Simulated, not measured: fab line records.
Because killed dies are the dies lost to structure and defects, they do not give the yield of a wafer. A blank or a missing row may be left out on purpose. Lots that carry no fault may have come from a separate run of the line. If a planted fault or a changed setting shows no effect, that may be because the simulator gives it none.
fab line records | flow n5_finfet | part 1 of 2: steps 1 to 21 of 28
record lots=5 | wafers=15 | last_day=17
route steps=1938 shown MIM_TOP_LITHO@1846 MIM_TOP_ETCH@1851 MIM_BOT_LITHO@1854 MIM_BOT_ETCH@1866 PASS1_CAP@1873
lots that met no fault: taken from a fault-free run of the same line
start_h: start of the lot's first displayed wafer, in hours after the record's first day | wait_h: time in hours since the lot's previous step | " as in the row above | L1.1+2: one row covering several wafers at once | - either no value or no given start | * or withheld: withheld | < > ~ a bound
route shown NAME@n: names a module that has steps shown in the file, with the first one's number in the route | usual: the fault-free wafers' mean and standard deviation | same: alike in all rows | chamber/n: place in a boat | sites: readings site by site | _std_site: standard deviation of those values | _edge_site: mean of outer sites minus mean of inner sites | radius_mm: how far each site lies from the wafer's centre | mask NAME#n: copy n | behind: the tool/chamber that last shaped the wafer | hold: why the lot went on hold/how many hours it stayed there/how the hold came to an end | device: names the non-switching transistor (n, p or np) | end of line: the same wafers' tests at the end of the route | a step without rows: its recipe alone | killed: dies that structure and defects cost at the first sort, which is not the same as the wafer's yield | map: per-die view of a wafer (x killed, . not killed, _ where there is no die)
set.NAME: the setting the step ran with; set.NAME@STEP: the setting that earlier step ran with | model.NAME: the simulator's own value behind a step, which no gauge read
certain route steps with their lots: each step a table, each wafer a row
services: from which hour (start_h, from the record's first day; less than 0 if before it) a tool's chamber was out of use, for how many hours, and why
## steps
# step N5_MIM_TOP_LITHO_HARDBAKE_09
# recipe temp_c=130 | time_s=120
# usual plate_temp_C=130.01/0.12
lot.wafer | tool           | chamber | start_h | wait_h | plate_temp_C
L077.2    | litho_track-05 | 0       | -       | -      | 130.19
L077.3    | "              | 0       | "       | "      | 130.31
L077.5    | "              | 0       | "       | "      | 130.08
L078.4    | litho_track-05 | 0       | -       | -      | 129.96
L078.5    | "              | 0       | "       | "      | 130.22
L078.6    | "              | 0       | "       | "      | 129.84
L091.3    | litho_track-01 | 0       | -       | -      | 130.03
L091.4    | "              | 0       | "       | "      | 130.07
L091.6    | "              | 0       | "       | "      | 130.11
L092.2    | litho_track-02 | 0       | -       | -      | 129.96
L092.3    | "              | 0       | "       | "      | 129.92
L092.6    | "              | 0       | "       | "      | 129.94
L096.3    | litho_track-01 | 0       | -       | -      | 130.09
L096.4    | "              | 0       | "       | "      | 129.98
L096.5    | "              | 0       | "       | "      | 130.06
# step N5_MIM_TOP_LITHO_CD_MEAS_08
# recipe target_cd_nm=2000 | landing_energy_ev=500 | detector=se_inlens
# usual cd_nm=1999.9/1.3
lot.wafer | tool      | chamber | start_h | wait_h | cd_nm
L077.2    | cd_sem-03 | 0       | 258.74  | -      | 2000.3
L077.3    | "         | 0       | "       | "      | 1998.6
L077.5    | "         | 0       | "       | "      | 1996.8
L078.4    | cd_sem-02 | 0       | 274.58  | -      | 1997.2
L078.5    | "         | 0       | "       | "      | 1997.9
L078.6    | "         | 0       | "       | "      | 1998.4
L091.3    | cd_sem-01 | 0       | 371.60  | -      | 1999.9
L091.4    | "         | 0       | "       | "      | 2001.3
L091.6    | "         | 0       | "       | "      | 2001.2
L092.2    | cd_sem-03 | 0       | 383.54  | -      | 2001.4
L092.3    | "         | 0       | "       | "      | 2001.3
L092.6    | "         | 0       | "       | "      | 1999.6
L096.3    | cd_sem-02 | 0       | 401.34  | -      | 1998.6
L096.4    | "         | 0       | "       | "      | 1999.1
L096.5    | "         | 0       | "       | "      | 2000.7
# step N5_MIM_TOP_LITHO_OVL_MEAS_11
# recipe points_per_wafer=44
# usual MIM_TOP_OVL=1/4.8
lot.wafer | tool       | chamber | start_h | wait_h | MIM_TOP_OVL[nm]
L077.2    | overlay-01 | 0       | 258.77  | 0.0    | -1
L077.3    | "          | 0       | "       | "      | 3
L077.5    | "          | 0       | "       | "      | 6
L078.4    | overlay-02 | 0       | 274.61  | 0.0    | 3
L078.5    | "          | 0       | "       | "      | 0
L078.6    | "          | 0       | "       | "      | -3
L091.3    | overlay-02 | 0       | 371.63  | 0.0    | -3
L091.4    | "          | 0       | "       | "      | -5
L091.6    | "          | 0       | "       | "      | -6
L092.2    | overlay-02 | 0       | 383.57  | 0.0    | -9
L092.3    | "          | 0       | "       | "      | -1
L092.6    | "          | 0       | "       | "      | 1
L096.3    | overlay-01 | 0       | 401.37  | 0.0    | -1
L096.4    | "          | 0       | "       | "      | -6
L096.5    | "          | 0       | "       | "      | 1
# step N5_MIM_TOP_LITHO_INSPECT_12
# recipe mode=adi | inspect_instrument=macro
# usual raw_defect_count=2.4/1.6
lot.wafer | tool              | chamber | start_h | wait_h | raw_defect_count
L077.2    | defect_inspect-02 | -       | 258.80  | 0.0    | 2
L077.3    | "                 | -       | "       | "      | 3
L077.5    | "                 | -       | "       | "      | 1
L078.4    | defect_inspect-01 | -       | 274.64  | 0.0    | 3
L078.5    | "                 | -       | "       | "      | 2
L078.6    | "                 | -       | "       | "      | 2
L091.3    | defect_inspect-01 | -       | 371.65  | 0.0    | 4
L091.4    | "                 | -       | "       | "      | 1
L091.6    | "                 | -       | "       | "      | 2
L092.2    | defect_inspect-01 | -       | 383.60  | 0.0    | 2
L092.3    | "                 | -       | "       | "      | 3
L092.6    | "                 | -       | "       | "      | 3
L096.3    | defect_inspect-02 | -       | 401.40  | 0.0    | 6
L096.4    | "                 | -       | "       | "      | 1
L096.5    | "                 | -       | "       | "      | 2
# step N5_MIM_TOP_LITHO_DESCUM_10
# recipe chemistry=O2 | time_s=7.9 | source_power_w=50 | bias_power_w=20 | pressure_mtorr=20 | rf_frequency_hz=2.712e+07 | temp_c=40 | o2_flow_sccm=225
# usual chamber_pressure_mTorr=20.001/0.021 | drypump_motor_current_A=5.8/0.37 | oes_product_au=0.82/0.094 | rf_vpp_V=243.2/1.1 | showerhead_plenum_p_Torr=2.08/0.051 | throttle_valve_pct=20.39/0.23
lot.wafer | tool        | chamber | start_h | wait_h | chamber_pressure_mTorr | drypump_motor_current_A | oes_product_au | rf_hours_counter_h | rf_vpp_V | showerhead_plenum_p_Torr | throttle_valve_pct
L077.2    | rie_diel-03 | 2       | 258.84  | 0.0    | 19.996                 | 5.8                     | 0.69           | 213                | 244.2    | 2.07                     | 20.65
L077.3    | "           | 1       | "       | "      | 19.984                 | 6.0                     | 0.90           | 20                 | 241.2    | 2.05                     | 20.40
L077.5    | "           | 2       | "       | "      | 20.011                 | 5.8                     | 0.69           | -                  | 243.2    | 2.07                     | 20.63
L078.4    | rie_diel-04 | 3       | 274.67  | 0.0    | 20.016                 | 6.0                     | 0.88           | 35                 | 242.4    | 2.05                     | 20.23
L078.5    | "           | 1       | "       | "      | 20.032                 | 5.7                     | 0.75           | -                  | 244.2    | 2.16                     | 20.67
L078.6    | "           | 0       | "       | "      | 20.019                 | 5.4                     | 0.96           | -                  | 241.6    | 2.06                     | 20.09
L091.3    | rie_diel-03 | 3       | 371.85  | 0.2    | 19.986                 | 6.1                     | 0.87           | 54                 | 243.7    | 2.03                     | 20.19
L091.4    | "           | 3       | "       | "      | 19.973                 | 6.1                     | 0.88           | -                  | 242.1    | 2.03                     | 20.20
L091.6    | "           | 0       | "       | "      | 20.002                 | 5.5                     | 0.90           | -                  | 244.7    | 2.12                     | 20.10
L092.2    | rie_diel-01 | 2       | 384.32  | 0.7    | 20.016                 | 5.9                     | 0.69           | 225                | 242.0    | 2.07                     | 20.36
L092.3    | "           | 2       | "       | "      | 19.990                 | 5.9                     | 0.69           | -                  | 242.4    | 2.07                     | 20.37
L092.6    | "           | 0       | "       | "      | 19.982                 | 6.5                     | 0.78           | -                  | 246.7    | 2.19                     | 20.59
L096.3    | rie_diel-01 | 3       | 401.43  | 0.0    | 20.026                 | 6.1                     | 0.77           | 128                | 242.1    | 2.10                     | 20.65
L096.4    | "           | 1       | "       | "      | 19.969                 | 6.6                     | 0.93           | 14                 | 242.0    | 2.04                     | 20.34
L096.5    | "           | 3       | "       | "      | 20.000                 | 6.1                     | 0.77           | -                  | 243.3    | 2.10                     | 20.65
# step N5_MIM_TOP_ETCH_ETCH_00
# recipe chemistry=Cl2/BCl3 | target=TiN | target_depth_a=385 | ion_energy_ev=150 | pressure_mtorr=10 | icp_w=1000 | bias_w=126 | Cl2_flow_sccm=53.25 | bcl3_flow_sccm=21.75 | Ar_flow_sccm=25
# usual chamber_pressure_mTorr=10.000/0.0087 | drypump_motor_current_A=6.0/0.41 | mfc_cl2_sccm=53.24/0.17 | oes_product_au=0.79/0.083 | throttle_valve_pct=22.61/0.15
lot.wafer | tool         | chamber | start_h | wait_h | chamber_pressure_mTorr | drypump_motor_current_A | mfc_cl2_sccm | oes_product_au | rf_hours_counter_h | throttle_valve_pct
L077.2    | rie_metal-03 | 1       | 258.92  | 0.1    | 9.991                  | 5.9                     | 53.42        | 0.89           | 11                 | 22.50
L077.3    | "            | 1       | "       | "      | 9.991                  | 5.9                     | 53.46        | 0.89           | -                  | 22.51
L077.5    | "            | 1       | "       | "      | 10.011                 | 5.9                     | 53.55        | 0.89           | -                  | 22.49
L078.4    | rie_metal-01 | 0       | 274.87  | 0.2    | 9.992                  | 5.4                     | 53.14        | 0.68           | -                  | 22.80
L078.5    | "            | 0       | "       | "      | 10.001                 | 5.5                     | 53.32        | 0.68           | -                  | 22.79
L078.6    | "            | 0       | "       | "      | 10.007                 | 5.5                     | 53.09        | 0.69           | -                  | 22.79
L091.3    | rie_metal-02 | 0       | 371.98  | 0.1    | 9.999                  | 5.8                     | 53.58        | 0.66           | -                  | 22.86
L091.4    | "            | 1       | "       | "      | 9.997                  | 6.3                     | 53.21        | 0.81           | -                  | 22.61
L091.6    | "            | 1       | "       | "      | 9.996                  | 6.3                     | 53.33        | 0.81           | -                  | 22.61
L092.2    | rie_metal-02 | 0       | 384.44  | 0.1    | 10.001                 | 5.7                     | 53.31        | 0.65           | 97                 | 22.86
L092.3    | "            | 1       | "       | "      | 10.014                 | 6.2                     | 53.44        | 0.80           | -                  | 22.60
L092.6    | "            | 0       | "       | "      | 10.013                 | 5.8                     | 53.37        | 0.65           | -                  | 22.88
L096.3    | rie_metal-03 | 0       | 401.56  | 0.1    | 9.999                  | 6.5                     | 53.51        | 0.78           | -                  | 22.61
L096.4    | "            | 1       | "       | "      | 9.992                  | 5.9                     | 53.08        | 0.82           | -                  | 22.54
L096.5    | "            | 0       | "       | "      | 10.002                 | 6.5                     | 53.25        | 0.78           | -                  | 22.63
# step N5_MIM_TOP_ETCH_STRIP_01
# recipe chemistry=O2 | power_w=600 | temp_c=60 | pressure_mtorr=30 | rf_frequency_hz=6e+07 | bias_power_w=0 | overash_fraction=0.5 | o2_flow_sccm=225
# usual chamber_pressure_mTorr=30.00/0.076 | drypump_motor_current_A=5.8/0.53 | oes_product_au=0.78/0.068 | rf_vpp_V=3.7/1.3 | showerhead_plenum_p_Torr=2.10/0.079 | throttle_valve_pct=16.70/0.2
lot.wafer | tool        | chamber | start_h | wait_h | chamber_pressure_mTorr | drypump_motor_current_A | oes_product_au | rf_hours_counter_h | rf_vpp_V | showerhead_plenum_p_Torr | throttle_valve_pct
L077.2    | rie_diel-02 | 3       | 259.09  | 0.1    | 30.02                  | 6.6                     | 0.89           | 35                 | 2.6      | 2.15                     | 16.44
L077.3    | "           | 1       | "       | "      | 30.05                  | 5.5                     | 0.74           | 186                | 7.3      | 2.17                     | 16.80
L077.5    | "           | 2       | "       | "      | 29.99                  | 5.1                     | 0.77           | -                  | 5.6      | 2.03                     | 16.56
L078.4    | rie_diel-02 | 2       | 275.01  | 0.1    | 29.98                  | 5.1                     | 0.79           | 105                | 3.1      | 2.03                     | 16.59
L078.5    | "           | 0       | "       | "      | 30.05                  | 5.1                     | 0.86           | -                  | 4.2      | 2.21                     | 16.84
L078.6    | "           | 1       | "       | "      | 29.97                  | 5.6                     | 0.71           | -                  | 3.0      | 2.17                     | 16.81
L091.3    | rie_diel-05 | 3       | 372.16  | 0.1    | 29.95                  | 5.8                     | 0.86           | 48                 | 4.3      | 2.23                     | 16.63
L091.4    | "           | 1       | "       | "      | 30.02                  | 5.8                     | 0.70           | -                  | 4.4      | 2.16                     | 16.97
L091.6    | "           | 0       | "       | "      | 29.98                  | 5.6                     | 0.86           | -                  | 4.8      | 2.05                     | 16.35
L092.2    | rie_diel-06 | 1       | 384.58  | 0.1    | 30.01                  | 5.5                     | 0.68           | 243                | 3.3      | 1.97                     | 16.71
L092.3    | "           | 2       | "       | "      | 30.04                  | 6.5                     | 0.72           | 207                | 2.9      | 2.08                     | 16.87
L092.6    | "           | 3       | "       | "      | 29.86                  | 6.6                     | 0.78           | -                  | 2.3      | 2.02                     | 16.80
L096.3    | rie_diel-05 | 3       | 401.66  | 0.1    | 30.12                  | 5.8                     | 0.82           | 57                 | 4.0      | 2.22                     | 16.63
L096.4    | "           | 2       | "       | "      | 30.12                  | 5.4                     | 0.69           | 246                | 3.1      | 2.06                     | 17.13
L096.5    | "           | 2       | "       | "      | 29.93                  | 5.4                     | 0.68           | -                  | 4.0      | 2.06                     | 17.11
# step N5_MIM_TOP_ETCH_PECVD_03
# recipe material=SiNx | target_thk_a=200 | temp_c=400 | precursor=SiH4/NH3/N2 | pressure_torr=1.5 | rf_w=300 | time_s=17.6
# usual heater_power_w=684/79 | showerhead_plenum_p_Torr=5.13/0.067 | showerhead_vpp_V=1078/41 | throttle_valve_pct=39.7/1.5
lot.wafer | tool     | chamber | start_h | wait_h | heater_power_w | showerhead_plenum_p_Torr | showerhead_vpp_V | throttle_valve_pct
L077.2    | pecvd-01 | 1       | 259.15  | -      | 566            | 5.15                     | 1097             | 40.1
L077.3    | "        | 0       | "       | "      | 591            | 5.16                     | 1127             | 40.1
L077.5    | "        | 2       | "       | "      | 524            | 5.20                     | 1072             | 39.8
L078.4    | pecvd-02 | 1       | 275.10  | -      | 742            | 5.19                     | 1104             | 41.0
L078.5    | "        | 0       | "       | "      | 717            | 5.01                     | 1071             | 42.3
L078.6    | "        | 2       | "       | "      | 766            | 5.16                     | 1061             | 36.9
L091.3    | pecvd-01 | 2       | 372.23  | -      | 608            | 5.20                     | 1073             | 40.0
L091.4    | "        | 0       | "       | "      | 634            | 5.17                     | 1097             | 39.8
L091.6    | "        | 2       | "       | "      | 605            | 5.20                     | 1051             | 39.6
L092.2    | pecvd-01 | 2       | 384.65  | -      | 590            | 5.19                     | 1052             | 39.7
L092.3    | "        | 1       | "       | "      | 603            | 5.15                     | 1104             | 40.3
L092.6    | "        | 1       | "       | "      | 566            | 5.16                     | 1105             | 39.6
L096.3    | pecvd-03 | 2       | 401.72  | -      | 810            | 5.06                     | 979              | 39.2
L096.4    | "        | 0       | "       | "      | 732            | 5.13                     | 1104             | 38.7
L096.5    | "        | 1       | "       | "      | 657            | 5.10                     | 1117             | 38.2
# step N5_MIM_BOT_LITHO_HMDS_01
# recipe time_s=60 | temp_c=120
# usual plate_temp_C=120.00/0.14
lot.wafer | tool           | chamber | start_h | wait_h | plate_temp_C
L077.2    | litho_track-02 | 0       | 259.22  | 0.0    | 120.12
L077.3    | "              | 0       | "       | "      | 120.00
L077.5    | "              | 0       | "       | "      | 120.14
L078.4    | litho_track-03 | 0       | 275.15  | 0.0    | 120.17
L078.5    | "              | 0       | "       | "      | 120.01
L078.6    | "              | 0       | "       | "      | 120.14
L091.3    | litho_track-04 | 0       | 372.30  | 0.1    | 119.91
L091.4    | "              | 0       | "       | "      | 120.00
L091.6    | "              | 0       | "       | "      | 120.00
L092.2    | litho_track-03 | 0       | 384.72  | 0.0    | 120.08
L092.3    | "              | 0       | "       | "      | 120.02
L092.6    | "              | 0       | "       | "      | 119.81
L096.3    | litho_track-04 | 0       | 401.79  | 0.1    | 119.93
L096.4    | "              | 0       | "       | "      | 119.75
L096.5    | "              | 0       | "       | "      | 119.97
# step N5_MIM_BOT_LITHO_COAT_02
# recipe spin_rpm=* | resist_thk_nm=*
# usual dispense_pressure_kPa=45/4.3 | spin_speed_rpm=*
lot.wafer | tool           | chamber | start_h | wait_h | dispense_pressure_kPa | spin_speed_rpm
L077.2    | litho_track-02 | 0       | -       | -      | 41                    | *
L077.3    | "              | 0       | "       | "      | 41                    | *
L077.5    | "              | 0       | "       | "      | 41                    | *
L078.4    | litho_track-03 | 0       | -       | -      | 53                    | *
L078.5    | "              | 0       | "       | "      | 53                    | *
L078.6    | "              | 0       | "       | "      | 53                    | *
L091.3    | litho_track-04 | 0       | -       | -      | 44                    | *
L091.4    | "              | 0       | "       | "      | 44                    | *
L091.6    | "              | 0       | "       | "      | 44                    | *
L092.2    | litho_track-03 | 0       | -       | -      | 53                    | *
L092.3    | "              | 0       | "       | "      | 53                    | *
L092.6    | "              | 0       | "       | "      | 53                    | *
L096.3    | litho_track-04 | 0       | -       | -      | 44                    | *
L096.4    | "              | 0       | "       | "      | 44                    | *
L096.5    | "              | 0       | "       | "      | 44                    | *
# step N5_MIM_BOT_LITHO_EBR_04
# recipe solvent=PGMEA | ebr_width_mm=1.5
lot.wafer  | tool           | chamber | start_h | wait_h
L077.2+3+5 | litho_track-02 | 0       | -       | -
L078.4+5+6 | litho_track-03 | 0       | -       | -
L091.3+4+6 | litho_track-04 | 0       | -       | -
L092.2+3+6 | litho_track-03 | 0       | -       | -
L096.3+4+5 | litho_track-04 | 0       | -       | -
# step N5_MIM_BOT_LITHO_SOFTBAKE_03
# recipe temp_c=100 | time_s=90
# usual plate_temp_C=100.01/0.14
lot.wafer | tool           | chamber | start_h | wait_h | plate_temp_C
L077.2    | litho_track-02 | 0       | -       | -      | 99.87
L077.3    | "              | 0       | "       | "      | 99.97
L077.5    | "              | 0       | "       | "      | 100.10
L078.4    | litho_track-03 | 0       | -       | -      | 100.04
L078.5    | "              | 0       | "       | "      | 100.12
L078.6    | "              | 0       | "       | "      | 100.07
L091.3    | litho_track-04 | 0       | -       | -      | 100.27
L091.4    | "              | 0       | "       | "      | 100.08
L091.6    | "              | 0       | "       | "      | 100.11
L092.2    | litho_track-03 | 0       | -       | -      | 100.04
L092.3    | "              | 0       | "       | "      | 99.92
L092.6    | "              | 0       | "       | "      | 100.00
L096.3    | litho_track-04 | 0       | -       | -      | 100.19
L096.4    | "              | 0       | "       | "      | 100.11
L096.5    | "              | 0       | "       | "      | 100.07
# step N5_MIM_BOT_LITHO_EXPOSE_05
# recipe mask_id=MIM_BOT | na=0.55 | source_shape=conventional | sigma_outer=0.8 | polarization=unpolarized | dose_mj=24.25
# same sigma_outer=0.8
lot.wafer  | tool           | chamber | start_h | wait_h | mask
L077.2+3+5 | krf_scanner-01 | 0       | 259.34  | -      | MIM_BOT#0
L078.4+5+6 | krf_scanner-01 | 0       | 275.28  | -      | MIM_BOT#0
L091.3+4+6 | krf_scanner-01 | 0       | 372.54  | -      | MIM_BOT#0
L092.2+3+6 | krf_scanner-01 | 0       | 384.83  | -      | MIM_BOT#0
L096.3+4+5 | krf_scanner-01 | 0       | 401.91  | -      | MIM_BOT#0
# step N5_MIM_BOT_LITHO_PEB_06
# recipe peb_temp_c=withheld | peb_time_s=*
lot.wafer  | tool           | chamber | start_h | wait_h
L077.2+3+5 | litho_track-03 | 0       | 259.39  | 0.0
L078.4+5+6 | litho_track-03 | 0       | 275.32  | 0.0
L091.3+4+6 | litho_track-02 | 0       | 372.59  | 0.0
L092.2+3+6 | litho_track-02 | 0       | 384.88  | 0.0
L096.3+4+5 | litho_track-03 | 0       | 401.96  | 0.0
# step N5_MIM_BOT_LITHO_DEVELOP_07
# recipe develop_time_s=60 | rinse_liquid=diw | dry=air_spin | dev_temp_c=21
lot.wafer  | tool           | chamber | start_h | wait_h
L077.2+3+5 | litho_track-03 | 0       | -       | -
L078.4+5+6 | litho_track-03 | 0       | -       | -
L091.3+4+6 | litho_track-02 | 0       | -       | -
L092.2+3+6 | litho_track-02 | 0       | -       | -
L096.3+4+5 | litho_track-03 | 0       | -       | -
# step N5_MIM_BOT_LITHO_HARDBAKE_09
# recipe temp_c=130 | time_s=120
# usual plate_temp_C=130.02/0.12
lot.wafer | tool           | chamber | start_h | wait_h | plate_temp_C
L077.2    | litho_track-03 | 0       | -       | -      | 129.93
L077.3    | "              | 0       | "       | "      | 130.19
L077.5    | "              | 0       | "       | "      | 130.05
L078.4    | litho_track-03 | 0       | -       | -      | 129.80
L078.5    | "              | 0       | "       | "      | 129.85
L078.6    | "              | 0       | "       | "      | 129.76
L091.3    | litho_track-02 | 0       | -       | -      | 130.01
L091.4    | "              | 0       | "       | "      | 130.02
L091.6    | "              | 0       | "       | "      | 130.02
L092.2    | litho_track-02 | 0       | -       | -      | 129.96
L092.3    | "              | 0       | "       | "      | 130.24
L092.6    | "              | 0       | "       | "      | 130.25
L096.3    | litho_track-03 | 0       | -       | -      | 129.94
L096.4    | "              | 0       | "       | "      | 130.08
L096.5    | "              | 0       | "       | "      | 130.01
# step N5_MIM_BOT_LITHO_CD_MEAS_08
# recipe target_cd_nm=3000 | landing_energy_ev=500 | detector=se_inlens | polarity=opening
# usual cd_nm=2999.6/1.6
lot.wafer | tool      | chamber | start_h | wait_h | cd_nm
L077.2    | cd_sem-03 | 0       | 259.51  | -      | 3000.9
L077.3    | "         | 0       | "       | "      | 3001.4
L077.5    | "         | 0       | "       | "      | 3000.3
L078.4    | cd_sem-02 | 0       | 275.44  | -      | 2999.5
L078.5    | "         | 0       | "       | "      | 3000.6
L078.6    | "         | 0       | "       | "      | 3001.4
L091.3    | cd_sem-02 | 0       | 372.71  | -      | 2998.8
L091.4    | "         | 0       | "       | "      | 3000.7
L091.6    | "         | 0       | "       | "      | 3001.1
L092.2    | cd_sem-01 | 0       | 385.00  | -      | 2998.0
L092.3    | "         | 0       | "       | "      | 3001.1
L092.6    | "         | 0       | "       | "      | 2999.8
L096.3    | cd_sem-01 | 0       | 402.08  | -      | 3000.8
L096.4    | "         | 0       | "       | "      | 3000.1
L096.5    | "         | 0       | "       | "      | 3001.0
# step N5_MIM_BOT_LITHO_OVL_MEAS_11
# recipe points_per_wafer=44
# usual MIM_BOT_OVL=-1/5
lot.wafer | tool       | chamber | start_h | wait_h | MIM_BOT_OVL[nm]
L077.2    | overlay-01 | 0       | 259.54  | 0.0    | 1
L077.3    | "          | 0       | "       | "      | 1
L077.5    | "          | 0       | "       | "      | 2
L078.4    | overlay-02 | 0       | 275.47  | 0.0    | -5
L078.5    | "          | 0       | "       | "      | -9
L078.6    | "          | 0       | "       | "      | -4
L091.3    | overlay-01 | 0       | 372.74  | 0.0    | -1
L091.4    | "          | 0       | "       | "      | 7
L091.6    | "          | 0       | "       | "      | -3
L092.2    | overlay-02 | 0       | 385.03  | 0.0    | -8
L092.3    | "          | 0       | "       | "      | -6
L092.6    | "          | 0       | "       | "      | -3
L096.3    | overlay-01 | 0       | 402.11  | 0.0    | 1
L096.4    | "          | 0       | "       | "      | -1
L096.5    | "          | 0       | "       | "      | 0
# step N5_MIM_BOT_LITHO_INSPECT_12
# recipe mode=adi | inspect_instrument=macro
# usual raw_defect_count=2.0/1.4
lot.wafer | tool              | chamber | start_h | wait_h | raw_defect_count
L077.2    | defect_inspect-01 | -       | 259.56  | 0.0    | 6
L077.3    | "                 | -       | "       | "      | 1
L077.5    | "                 | -       | "       | "      | 4
L078.4    | defect_inspect-01 | -       | 275.49  | 0.0    | 0
L078.5    | "                 | -       | "       | "      | 3
L078.6    | "                 | -       | "       | "      | 3
L091.3    | defect_inspect-02 | -       | 372.76  | 0.0    | 0
L091.4    | "                 | -       | "       | "      | 3
L091.6    | "                 | -       | "       | "      | 2
L092.2    | defect_inspect-02 | -       | 385.07  | 0.0    | 2
L092.3    | "                 | -       | "       | "      | 2
L092.6    | "                 | -       | "       | "      | 3
L096.3    | defect_inspect-01 | -       | 402.13  | 0.0    | 3
L096.4    | "                 | -       | "       | "      | 3
L096.5    | "                 | -       | "       | "      | 3
# step N5_MIM_BOT_LITHO_DESCUM_10
# recipe chemistry=O2 | time_s=7.9 | source_power_w=50 | bias_power_w=20 | pressure_mtorr=20 | rf_frequency_hz=2.712e+07 | temp_c=40 | o2_flow_sccm=225
# usual chamber_pressure_mTorr=20.000/0.017 | drypump_motor_current_A=5.8/0.38 | oes_product_au=0.81/0.096 | rf_vpp_V=243.0/1 | showerhead_plenum_p_Torr=2.08/0.05 | throttle_valve_pct=20.41/0.24
lot.wafer | tool        | chamber | start_h | wait_h | chamber_pressure_mTorr | drypump_motor_current_A | oes_product_au | rf_hours_counter_h | rf_vpp_V | showerhead_plenum_p_Torr | throttle_valve_pct
L077.2    | rie_diel-03 | 2       | 259.60  | 0.0    | 19.995                 | 5.8                     | 0.68           | 213                | 243.3    | 2.07                     | 20.64
L077.3    | "           | 0       | "       | "      | 20.005                 | 5.5                     | 1.03           | 0                  | 243.9    | 2.14                     | 20.02
L077.5    | "           | 0       | "       | "      | 20.032                 | 5.5                     | 1.03           | -                  | 243.3    | 2.14                     | 20.01
L078.4    | rie_diel-01 | 2       | 275.53  | 0.0    | 19.995                 | 5.9                     | 0.73           | 182                | 242.6    | 2.08                     | 20.29
L078.5    | "           | 2       | "       | "      | 19.996                 | 5.9                     | 0.73           | -                  | 242.8    | 2.08                     | 20.30
L078.6    | "           | 1       | "       | "      | 20.001                 | 6.7                     | 0.70           | -                  | 242.8    | 2.05                     | 20.65
L091.3    | rie_diel-04 | 3       | 372.80  | 0.0    | 19.983                 | 6.0                     | 0.83           | 72                 | 241.7    | 2.04                     | 20.28
L091.4    | "           | 3       | "       | "      | 20.007                 | 6.0                     | 0.84           | -                  | 241.6    | 2.04                     | 20.25
L091.6    | "           | 1       | "       | "      | 20.004                 | 5.7                     | 0.71           | -                  | 244.2    | 2.15                     | 20.75
L092.2    | rie_diel-04 | 3       | 385.22  | 0.2    | 20.004                 | 6.1                     | 0.83           | 75                 | 242.5    | 2.03                     | 20.28
L092.3    | "           | 0       | "       | "      | 20.032                 | 5.4                     | 0.87           | 40                 | 241.9    | 2.05                     | 20.15
L092.6    | "           | 1       | "       | "      | 20.018                 | 5.7                     | 0.70           | -                  | 242.3    | 2.15                     | 20.73
L096.3    | rie_diel-04 | 2       | 402.16  | 0.0    | 19.996                 | 5.1                     | 0.95           | 9                  | 243.2    | 2.05                     | 20.36
L096.4    | "           | 0       | "       | "      | 20.022                 | 5.4                     | 0.87           | 45                 | 241.7    | 2.04                     | 20.15
L096.5    | "           | 0       | "       | "      | 20.000                 | 5.4                     | 0.87           | -                  | 242.3    | 2.04                     | 20.15
# step N5_MIM_BOT_ETCH_ETCH_04
# recipe chemistry=CF4/O2 | target=SiNx | target_depth_a=260 | time_s=13 | ion_energy_ev=100 | pressure_mtorr=40 | source_w=535 | bias_w=49 | Ar_flow_sccm=100 | cf4_flow_sccm=100 | O2_flow_sccm=10
# usual chamber_pressure_mTorr=40.00/0.046 | drypump_motor_current_A=5.8/0.38 | oes_product_au=0.81/0.095 | rf_vpp_V=240.5/2.7 | showerhead_plenum_p_Torr=2.20/0.051 | throttle_valve_pct=15.98/0.27
lot.wafer | tool        | chamber | start_h | wait_h | chamber_pressure_mTorr | drypump_motor_current_A | oes_product_au | rf_hours_counter_h | rf_vpp_V | showerhead_plenum_p_Torr | throttle_valve_pct
L077.2    | rie_diel-03 | 2       | 259.66  | 0.0    | 39.95                  | 5.8                     | 0.69           | 213                | 239.0    | 2.18                     | 16.21
L077.3    | "           | 0       | "       | "      | 40.04                  | 5.5                     | 1.03           | 0                  | 237.6    | 2.26                     | 15.58
L077.5    | "           | 0       | "       | "      | 40.00                  | 5.5                     | 1.03           | -                  | 239.4    | 2.26                     | 15.57
L078.4    | rie_diel-01 | 2       | 275.59  | 0.0    | 39.98                  | 5.9                     | 0.71           | 182                | 241.3    | 2.20                     | 15.93
L078.5    | "           | 2       | "       | "      | 39.97                  | 5.9                     | 0.72           | -                  | 241.1    | 2.20                     | 15.95
L078.6    | "           | 1       | "       | "      | 40.04                  | 6.6                     | 0.71           | -                  | 240.6    | 2.18                     | 16.33
L091.3    | rie_diel-04 | 3       | 372.86  | 0.0    | 39.96                  | 6.0                     | 0.82           | 72                 | 236.5    | 2.15                     | 15.79
L091.4    | "           | 3       | "       | "      | 40.00                  | 6.0                     | 0.82           | -                  | 236.4    | 2.15                     | 15.80
L091.6    | "           | 1       | "       | "      | 39.99                  | 5.7                     | 0.71           | -                  | 242.2    | 2.27                     | 16.37
L092.2    | rie_diel-04 | 3       | 385.28  | 0.0    | 39.99                  | 6.1                     | 0.82           | 75                 | 237.6    | 2.15                     | 15.81
L092.3    | "           | 0       | "       | "      | 40.03                  | 5.4                     | 0.86           | 40                 | 241.9    | 2.16                     | 15.66
L092.6    | "           | 1       | "       | "      | 39.99                  | 5.7                     | 0.71           | -                  | 242.0    | 2.27                     | 16.38
L096.3    | rie_diel-04 | 2       | 402.23  | 0.0    | 40.00                  | 5.2                     | 0.95           | 9                  | 236.4    | 2.17                     | 15.92
L096.4    | "           | 0       | "       | "      | 40.03                  | 5.4                     | 0.86           | 45                 | 241.7    | 2.15                     | 15.66
L096.5    | "           | 0       | "       | "      | 40.01                  | 5.4                     | 0.86           | -                  | 241.9    | 2.15                     | 15.66
